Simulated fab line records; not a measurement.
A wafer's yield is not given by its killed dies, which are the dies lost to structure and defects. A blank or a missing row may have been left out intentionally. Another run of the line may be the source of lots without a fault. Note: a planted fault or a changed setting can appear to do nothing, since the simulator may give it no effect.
Matching of chambers    flow n5-finfet    N5_FIN_SAQP_SPACER1_ETCHBACK_25 on rie-diel-03 has 4 sister chambers
The step etches SiO2 in CHF3/O2, target depth 24.4 nm, time 12.2 s. 4 wafers are shown with their chamber, then 7 later ones without.

WAFERS PAIRED WITH THEIR CHAMBERS
wafer   chamber  showerhead-plenum-p-Torr (Torr)
L091.3  0        2.58
L092.4  1        2.35
L094.2  2        2.35
L094.4  3        2.37

WAFERS WHOSE CHAMBER IS MISSING
wafer   showerhead-plenum-p-Torr (Torr)
L094.5  2.35
L096.2  2.34
L096.3  2.57
L096.6  2.34
L097.2  2.57
L097.4  2.34
L097.6  2.34

THE CHAMBER EACH PASSED THROUGH
wafer   from the rows above      in truth
L094.5  can't be placed: 1 or 2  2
L096.2  can't be placed: 1 or 2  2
L096.3  0                        0
L096.6  can't be placed: 1 or 2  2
L097.2  0                        0
L097.4  can't be placed: 1 or 2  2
L097.6  can't be placed: 1 or 2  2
2 of 7 placed correctly. From these rows, 5 cannot be placed; in 5 the true chamber is one of the candidates. Placed wrongly: 0.
How it was worked out, from the rows above alone: a wafer's distance from a chamber is the root of the sum, over the readings, of the square of ((its reading less the chamber's mean) divided by the reading's scatter). The wafer belongs to the nearest chamber; if the next one is less than 2 further off, it can't be placed. The mean given for a chamber averages the wafers shown for that chamber. The scatter (one wafer shown for each chamber): square how far every hidden wafer sits from the nearest shown wafer, average those squares and take the square root.
